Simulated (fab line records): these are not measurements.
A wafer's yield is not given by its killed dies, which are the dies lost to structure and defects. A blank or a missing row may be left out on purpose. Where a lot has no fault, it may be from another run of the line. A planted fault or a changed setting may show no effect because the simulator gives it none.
Split-lot study | flow n5 finfet | on a route of 1938 steps: 7 lots, 21 wafers read

== THE SPLIT ITSELF ==
At N5_BEOL_M8_PEB_09 (peb time 60 s), the setting peb time s was moved away from the recipe's 60 s on 6 of the 21 wafers read, by -18.7% to +13.7%. For the rest of the wafers, this setting stayed at what the recipe calls for.

== FROM THE SPLIT TO THE READING: what the file shows between them, 13 steps ==
- N5_BEOL_M8_DEVELOP_10: develop time 30 s
- N5_BEOL_M8_CD_MEAS_11: target cd 38.5 nm
- N5_BEOL_M8_DESCUM_16: chemistry O2, time 7.9 s
- N5_BEOL_M8_ETCH_61: etches SiARC in CF4, target depth 45.5 nm, time 75.8 s
- N5_BEOL_M8_ETCH_62: etches SOC in N2/H2, target depth 110 nm, overetch 22 nm, time 165 s
- N5_BEOL_M8_STRIP_68: strips in N2/H2
- N5_BEOL_M8_HM_OPEN_17: chemistry Cl2/BCl3, target TiN, target depth 20 nm, overetch 6 nm
- N5_BEOL_M8_STRIP_19: strips in O2
- N5_BEOL_M8_CD_MEAS_18: pitch 80 nm, target cd 40 nm
- N5_BEOL_M8_COAT_63: time 60 s, resist thk 60 nm
- N5_BEOL_M8_COAT_64: time 60 s, resist thk 12 nm
- N5_BEOL_M8_PRECLEAN_42: cleans in residue remover, time 60 s
- N5_BEOL_M8_SRD_43: time 30 s

== THE READING ==
Shown in nm: cd nm at N5_BEOL_M8_CD_MEAS_35, with target cd 40 nm. A value of 40.4 nm with a standard deviation of 0.71 nm is what fault-free wafers of this fab line usually give.

wafer  | tool, chamber at the split | peb time s as run, s | against the recipe | cd nm, nm | against lot-mates on the recipe
L080.1 | litho track-04, 0          | 60                   | recipe             | 40.8      | -
L080.2 | litho track-04, 0          | 48.83                | -18.6%             | 34.0      | -6.9
L080.4 | litho track-04, 0          | 60                   | recipe             | 41.0      | -
L084.2 | litho track-01, 0          | 68.25                | +13.7%             | 45.0      | +4.9
L084.4 | litho track-01, 0          | 60                   | recipe             | 40.1      | -
L084.5 | litho track-01, 0          | 68.25                | +13.7%             | 43.4      | +3.3
L085.2 | litho track-01, 0          | 60                   | recipe             | 39.6      | -
L085.5 | litho track-01, 0          | 60                   | recipe             | 39.0      | -
L085.6 | litho track-01, 0          | 60                   | recipe             | 40.6      | -
L090.2 | litho track-04, 0          | 60                   | recipe             | 40.9      | -
L090.4 | litho track-04, 0          | 60                   | recipe             | 40.9      | -
L090.5 | litho track-04, 0          | 54.92                | -8.5%              | 38.2      | -2.7
L093.1 | litho track-01, 0          | 60                   | recipe             | 40.7      | -
L093.3 | litho track-01, 0          | 48.8                 | -18.7%             | 34.4      | -6.5
L093.6 | litho track-01, 0          | 60                   | recipe             | 41.1      | -
L094.1 | litho track-04, 0          | 60                   | recipe             | 41.6      | -
L094.4 | litho track-04, 0          | 60                   | recipe             | 41.3      | -
L094.5 | litho track-04, 0          | 60                   | recipe             | 40.3      | -
L095.1 | litho track-04, 0          | 63.95                | +6.6%              | 40.4      | -0.1
L095.2 | litho track-04, 0          | 60                   | recipe             | 40.9      | -
L095.4 | litho track-04, 0          | 60                   | recipe             | 40.0      | -

THE FIT
A straight line over all 21 wafers: cd nm changes by +0.298 nm for each +1% of peb time s; r = +0.94; the points scatter about the line by 0.84 nm.
The same after taking each lot's own level away (the mean of its wafers on the recipe; 21 wafers): +0.322 nm for each +1%; r = +0.96; scatter 0.69 nm.
On that fit, the largest move of peb time s shifts the reading by 6 nm.
The lots' own levels span 39.73 to 41.07 nm, that is 1.9 times the standard deviation above.
Consequently the slope shifts little with the lot-to-lot level, the two slopes agreeing.
Check: for one of the wafers moved furthest among these (-18.7%), held out of the fit, the line's prediction against its lot-mates is -6.07 nm. It came out at -6.5 nm against them.

== ADDITIONAL SPLITS CARRIED BY THESE WAFERS ==
Other splits were also applied to these wafers ahead of the reading. Each is held against what the fit with the lots' levels taken away leaves over:
other split on the same wafers             | wafers away from the commonest value | r with cd nm (lot level and that fit taken away)
N5_BEOL_M5_ALD_86 co reactant pulse time s | 5                                    | -0.12
N5_BEOL_M6_ETCH_41 time s                  | 10                                   | +0.28
N5_BEOL_M6_ALD_77 ald cycles               | 8                                    | -0.13
N5_BEOL_M7_ETCH_61 source w                | 12                                   | +0.30
N5_BEOL_M8_ILD_DEP_00 time s               | 7                                    | +0.12

== THE WHOLE CHAIN: every reading that the file lists as answering this split, in the file's order ==
step                  | what it does                                           | reading                                                               | change (the file's fit)               | r (the file's)
N5_BEOL_M8_CD_MEAS_11 | target cd 38.5 nm                                      | cd nm                                                                 | +0.287 nm for each +1% of the setting | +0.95
N5_BEOL_M8_ETCH_61    | etches SiARC in CF4, target depth 45.5 nm, time 75.8 s | BEOL_M8.cd offset nm (the simulator's own value, which no gauge read) | +0.315 nm for each +1% of the setting | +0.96
N5_BEOL_M8_CD_MEAS_18 | pitch 80 nm, target cd 40 nm                           | cd nm                                                                 | +0.313 nm for each +1% of the setting | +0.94
N5_BEOL_M8_CD_MEAS_35 | target cd 40 nm                                        | cd nm                                                                 | +0.33 nm for each +1% of the setting  | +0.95

== FILE'S OWN FIT ==
cd nm changes by +0.33 nm for each +1% of peb time s, r = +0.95.
